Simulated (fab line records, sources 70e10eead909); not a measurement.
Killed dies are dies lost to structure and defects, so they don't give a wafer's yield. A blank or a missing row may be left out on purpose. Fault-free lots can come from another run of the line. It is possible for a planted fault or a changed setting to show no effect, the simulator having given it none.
fab line records | flow nand_harc
[record] lots = 7 wafers = 21 last_day = 34
route steps=1302 shown P_GATE@205 P_CONTACT@217
lots that met no fault: taken from a fault-free run of the same line
start_h: hours from the record's first day to the start of the lot's first wafer shown | wait_h: how many hours have passed since the lot's step before this one | " repeats the value in the row above | L1.1+2: one row covering several wafers at once | - no value present, or no start provided | * or withheld: withheld | < > ~ a bound
route shown NAME@n: names a module that has steps shown in the file, with the first one's number in the route | usual: average and standard deviation across the fault-free wafers | same: alike in all rows | chamber/n: place in a boat | sites: per-site readings | _std_site: the values' standard deviation | _edge_site: outer sites' mean less inner sites' | radius_mm: how far each site lies from the wafer's centre | mask NAME#n: copy n | behind: the last tool/chamber to shape the wafer | hold: the reason the lot was held/the length of the hold in hours/how it ended | device: names the non-switching transistor (n, p or np) | end of line: tests of these same wafers at the route's end | a step without rows: its recipe alone | killed: dies that structure and defects cost at the first sort, which is not the same as the wafer's yield | map: a wafer's dies, marking killed ones x, the rest . and places with no die _
set.NAME: the run value of the setting; set.NAME@STEP: its run value at that earlier step | model.NAME: the simulator's own value behind a step, which no gauge read
a table for each step, a row for each wafer; lots at some steps of the route
services: the hour from which a tool's chamber was out of use, counted from the record's first day as start_h (under 0 if before that day), plus the number of hours and why
[[steps]]
[step NHARC_P_GATE_STRIP_95]
[recipe] power_w = 1500 temp_c = 250 chemistry = O2
[usual] drypump_motor_current_A = 5.7/0.35 heater_power_w = 343/34
// columns lot.wafer tool chamber start_h wait_h drypump_motor_current_A heater_power_w rf_hours_counter_h
L232.1 plasma_asher-01 1 111.13 0.6 5.3 298 26
L232.3 " 0 " " 6.3 331 -
L232.6 " 0 " " 6.3 327 -
L236.1 plasma_asher-02 0 157.75 0.6 5.8 342 15
L236.4 " 1 " " 5.3 379 -
L236.5 " 0 " " 5.8 341 -
L239.2 plasma_asher-02 1 184.80 0.5 5.3 388 23
L239.4 " 0 " " 5.9 352 -
L239.3 " 1 " " 5.4 385 -
L240.1 plasma_asher-02 1 200.60 0.6 5.4 373 26
L240.3 " 1 " " 5.3 383 -
L240.4 " 0 " " 5.8 336 -
L246.1 plasma_asher-02 0 258.95 0.6 5.9 349 1
L246.2 " 1 " " 5.4 390 1
L246.5 " 1 " " 5.4 395 -
L254.2 plasma_asher-02 0 336.81 0.6 5.8 344 16
L254.6 " 0 " " 5.8 340 -
L254.5 " 1 " " 5.3 390 -
L255.1 plasma_asher-01 0 352.87 0.5 6.3 323 1
L255.3 " 1 " " 5.3 282 -
L255.4 " 0 " " 6.3 317 -
[step NHARC_P_GATE_STRIP_96]
[recipe] time_s = 900 temp_c = 130 chemistry = SPM
[step NHARC_P_GATE_RTA_64]
[recipe] temp_c = 1050 time_s = 1
[usual] lamp_power_pct = 38/4.1 wafer_temp_C_max = 1056.3/1.4
[same] time_s = 1
// columns lot.wafer tool chamber start_h wait_h lamp_power_pct wafer_temp_C_max
L232.1 rtp_anneal-02 0 111.70 - 41 1057.0
L232.3 " 0 " " 41 1056.4
L232.6 " 0 " " 41 1056.1
L236.1 rtp_anneal-01 0 158.33 - 33 1055.1
L236.4 " 0 " " 33 1054.1
L236.5 " 0 " " 33 1053.9
L239.2 rtp_anneal-02 0 185.38 - 41 1059.9
L239.3 " 0 " " 41 1060.1
L239.4 " 0 " " 41 1057.9
L240.1 rtp_anneal-02 0 201.16 - 41 1056.6
L240.3 " 0 " " 41 1057.7
L240.4 " 0 " " 41 1054.8
L246.1 rtp_anneal-02 0 259.52 - 41 1056.6
L246.2 " 0 " " 41 1054.8
L246.5 " 0 " " 41 1055.4
L254.2 rtp_anneal-01 0 337.40 - 33 1056.1
L254.5 " 0 " " 33 1055.3
L254.6 " 0 " " 33 1054.2
L255.1 rtp_anneal-01 0 353.43 - 33 1054.8
L255.3 " 0 " " 33 1054.6
L255.4 " 0 " " 33 1055.0
[step NHARC_P_GATE_ETCH_77]
[recipe] target_depth_a = 60 chemistry = dHF material = SiO2
[step NHARC_P_GATE_DEGAS_109]
[recipe] temp_c = 300 time_s = 60
[usual] heater_power_w = 475/60 susceptor_temp_C = 300.00/0.19
[same] time_s = 60
// columns lot.wafer tool chamber start_h wait_h heater_power_w susceptor_temp_C
L232.1 pvd_sputter-01 - 112.01 0.1 407 300.33
L232.3 " - " " 541 300.40
L232.6 " - " " 409 300.44
L236.4 pvd_sputter-01 - 158.63 0.1 433 299.79
L236.1 " - " " 577 299.91
L236.5 " - " " 406 300.08
L239.3 pvd_sputter-01 - 185.68 0.1 415 300.22
L239.4 " - " " 577 300.21
L239.2 " - " " 433 300.13
L240.1 pvd_sputter-01 - 201.47 0.1 415 300.04
L240.3 " - " " 533 299.64
L240.4 " - " " 447 300.12
L246.2 pvd_sputter-02 - 259.82 0.1 485 299.82
L246.1 " - " " 440 300.03
L246.5 " - " " 484 300.13
L254.2 pvd_sputter-02 - 337.72 0.1 430 299.95
L254.5 " - " " 438 299.91
L254.6 " - " " 496 300.41
L255.3 pvd_sputter-01 - 353.73 0.1 538 299.62
L255.1 " - " " 442 299.99
L255.4 " - " " 622 300.03
[step NHARC_P_GATE_PRE_CLEAN_110]
[recipe] time_s = 30 bias_v = 200 gas = Ar
[step NHARC_P_GATE_SPUTTER_78]
[recipe] target_thk_a = 100 material = Ni
[step NHARC_P_GATE_SPUTTER_79]
[recipe] target_thk_a = 100 material = TiN
[step NHARC_P_GATE_RTA_80]
[recipe] temp_c = 300 time_s = 30
[usual] lamp_power_pct = 2.21/0.25 wafer_temp_C_max = 301.7/0.4
[same] time_s = 30
// columns lot.wafer tool chamber start_h wait_h lamp_power_pct wafer_temp_C_max
L232.1 rtp_anneal-01 0 112.31 - 1.96 301.8
L232.3 " 0 " " 1.96 301.7
L232.6 " 0 " " 1.96 301.5
L236.1 rtp_anneal-02 0 158.93 - 2.45 301.9
L236.4 " 0 " " 2.45 302.1
L236.5 " 0 " " 2.45 301.8
L239.2 rtp_anneal-01 0 186.00 - 1.96 301.4
L239.3 " 0 " " 1.96 301.9
L239.4 " 0 " " 1.96 301.8
L240.1 rtp_anneal-01 0 201.79 - 1.95 301.6
L240.3 " 0 " " 1.95 301.2
L240.4 " 0 " " 1.96 301.9
L246.1 rtp_anneal-01 0 260.14 - 1.96 301.9
L246.2 " 0 " " 1.95 301.5
L246.5 " 0 " " 1.96 301.5
L254.2 rtp_anneal-01 0 338.02 - 1.96 301.6
L254.5 " 0 " " 1.95 300.9
L254.6 " 0 " " 1.96 301.1
L255.1 rtp_anneal-02 0 354.03 - 2.45 302.2
L255.3 " 0 " " 2.45 302.0
L255.4 " 0 " " 2.45 301.8
[step NHARC_P_GATE_STRIP_67]
[recipe] time_s = 600 temp_c = 130 chemistry = SPM
[step NHARC_P_GATE_RTA_82]
[recipe] temp_c = 450 time_s = 30
[step NHARC_P_GATE_INSPECT_68]
[usual] raw_defect_count = 195/93
// columns lot.wafer tool chamber start_h wait_h raw_defect_count
L232.1 defect_inspect-02 - 112.97 0.2 191
L232.3 " - " " 328
L232.6 " - " " 292
L236.1 defect_inspect-02 - 159.59 0.2 207
L236.4 " - " " 197
L236.5 " - " " 151
L239.2 defect_inspect-02 - 186.63 0.1 108
L239.3 " - " " 157
L239.4 " - " " 112
L240.1 defect_inspect-02 - 202.45 0.2 498
L240.3 " - " " 476
L240.4 " - " " 485
L246.1 defect_inspect-01 - 260.79 0.2 116
L246.2 " - " " 132
L246.5 " - " " 187
L254.2 defect_inspect-02 - 338.66 0.1 245
L254.5 " - " " 157
L254.6 " - " " 136
L255.1 defect_inspect-02 - 354.69 0.2 196
L255.3 " - " " 159
L255.4 " - " " 170
[step NHARC_P_CONTACT_DEP_30]
[recipe] target_thk_a = 300 temp_c = 400 target_thk_nm = 30 flow_sccm = 200 rf_w = 450 material = SiNx
[usual] heater_power_w = 707/110 susceptor_temp_C = 400.05/0.22
// columns lot.wafer tool chamber start_h wait_h heater_power_w susceptor_temp_C
L232.1 pecvd-01 0 113.07 0.1 861 400.05
L232.3 " 1 " " 782 400.11
L232.6 " 2 " " 511 400.22
L236.1 pecvd-01 2 159.69 0.1 542 399.91
L236.4 " 2 " " 526 399.95
L236.5 " 0 " " 787 400.00
L236.1 pecvd-01 2 160.16 - 547 400.32
L236.4 " 2 " " 552 400.07
L236.5 " 0 " " 796 400.07
L239.2 pecvd-02 2 186.70 0.1 687 399.94
L239.3 " 0 " " 728 400.00
L239.4 " 1 " " 619 400.03
L239.2 pecvd-02 2 187.55 - 696 400.10
L239.3 " 0 " " 729 399.82
L239.4 " 1 " " 621 400.19
L240.1 pecvd-03 0 202.51 0.1 600 400.45
L240.3 " 1 " " 856 400.11
L240.4 " 0 " " 601 400.48
L246.1 pecvd-01 1 260.86 0.1 668 400.12
L246.2 " 2 " " 482 399.64
L246.5 " 0 " " 891 399.87
L246.1 pecvd-01 1 261.62 - 654 400.07
L246.2 " 2 " " 484 400.00
L246.5 " 0 " " 888 400.23
L254.2 pecvd-01 1 338.76 0.1 778 400.14
L254.6 " 0 " " 796 400.07
L254.5 " 1 " " 780 400.25
L255.3 pecvd-02 2 354.75 0.1 637 400.17
L255.1 " 1 " " 662 400.18
L255.4 " 0 " " 871 399.65
[step NHARC_P_CONTACT_DEP_00]
[recipe] target_thk_a = 5000 temp_c = 400 pressure_torr = 6.5 rf_w = 900 teos_flow_sccm = 161.4 flow_sccm = 2650 target_thk_nm = 500 gas = O2 material = SiO2
[usual] heater_power_w = 550/120 susceptor_temp_C = 400.02/0.23 throttle_valve_pct = 15.7/0.52
// columns lot.wafer tool chamber start_h wait_h heater_power_w susceptor_temp_C throttle_valve_pct
L232.1 pecvd-01 0 - - 657 400.06 14.7
L232.3 " 1 " " 639 399.98 15.7
L232.6 " 2 " " 384 400.15 15.2
L236.1 pecvd-01 2 - - 378 400.02 15.0
L236.4 " 2 " " 395 399.98 15.1
L236.5 " 0 " " 740 400.08 14.8
L239.2 pecvd-02 2 - - 531 400.15 16.3
L239.3 " 0 " " 692 400.24 15.9
L239.4 " 1 " " 480 400.09 15.6
L240.1 pecvd-03 0 - - 450 399.77 16.2
L240.3 " 1 " " 642 400.05 16.0
L240.4 " 0 " " 487 399.99 15.8
L246.1 pecvd-01 1 - - 613 400.35 15.6
L246.2 " 2 " " 386 399.94 15.3
L246.5 " 0 " " 723 400.18 15.2
L254.2 pecvd-01 1 - - 554 399.89 15.9
L254.6 " 0 " " 505 400.07 14.8
L254.5 " 1 " " 590 399.66 15.6
L255.3 pecvd-02 2 - - 444 400.25 16.5
L255.1 " 1 " " 491 399.92 15.9
L255.4 " 0 " " 644 400.24 16.1
[[services]]
// columns tool chamber start_h hours kind
pecvd-01 2 95.28 5.4 repair
pvd_sputter-02 - 104.03 10.0 pm
pecvd-01 2 128.97 5.6 repair
pecvd-01 - 130.40 13.0 pm
pecvd-01 0 130.40 13.0 vent_cycle
plasma_asher-02 - 134.63 2.4 repair
pecvd-03 0 143.86 5.2 repair
pvd_sputter-01 - 145.41 2.1 repair
plasma_asher-01 - 165.72 9.0 pm
pecvd-03 - 185.00 13.0 pm
pecvd-03 - 206.07 1.2 repair
pecvd-03 - 213.47 0.6 repair
pvd_sputter-01 - 226.05 10.0 pm
pecvd-02 - 227.00 13.0 pm
plasma_asher-01 - 227.23 19.9 repair
plasma_asher-02 - 230.52 4.0 repair
plasma_asher-02 - 249.00 9.0 pm
pvd_sputter-01 - 265.42 5.2 repair
pvd_sputter-02 - 282.03 10.0 pm
pecvd-02 0 301.66 4.5 repair
pecvd-01 - 311.40 13.0 pm
pecvd-03 - 314.03 2.2 repair
pvd_sputter-01 - 334.22 7.3 repair
plasma_asher-01 - 342.72 9.0 pm
[[key]]
[first_sign] step = NHARC_P_CONTACT_DEP_30 reading = visit direction = added
effect none on later readings
met_at NHARC_P_CONTACT_DEP_30
struck_wafers L236.1,L236.4,L236.5,L239.2,L239.3,L239.4,L246.1,L246.2,L246.5
sort_left_out L236.1,L236.4,L236.5,L239.2,L239.3,L239.4,L246.1,L246.2,L246.5
tester_left_out L236,L239,L246
[fault] kind = repeated_step_whole tool = pecvd-01,pecvd-02,pecvd-03 chamber = - onset_h = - steps = NHARC_P_CONTACT_DEP_30 times = 1 scope = struck_lots_only
// tester_left_out: of these lots the tester's yield and bins aren't shown, on N5 and GAA mostly nor the transistor test; their killed dies are dies lost to structure and defects alone, not to doping, threshold or leakage, so they don't give the yield
// sort_left_out: the simulated sort isn't trusted on such a fault, so these wafers' sort isn't shown, and their yield isn't known
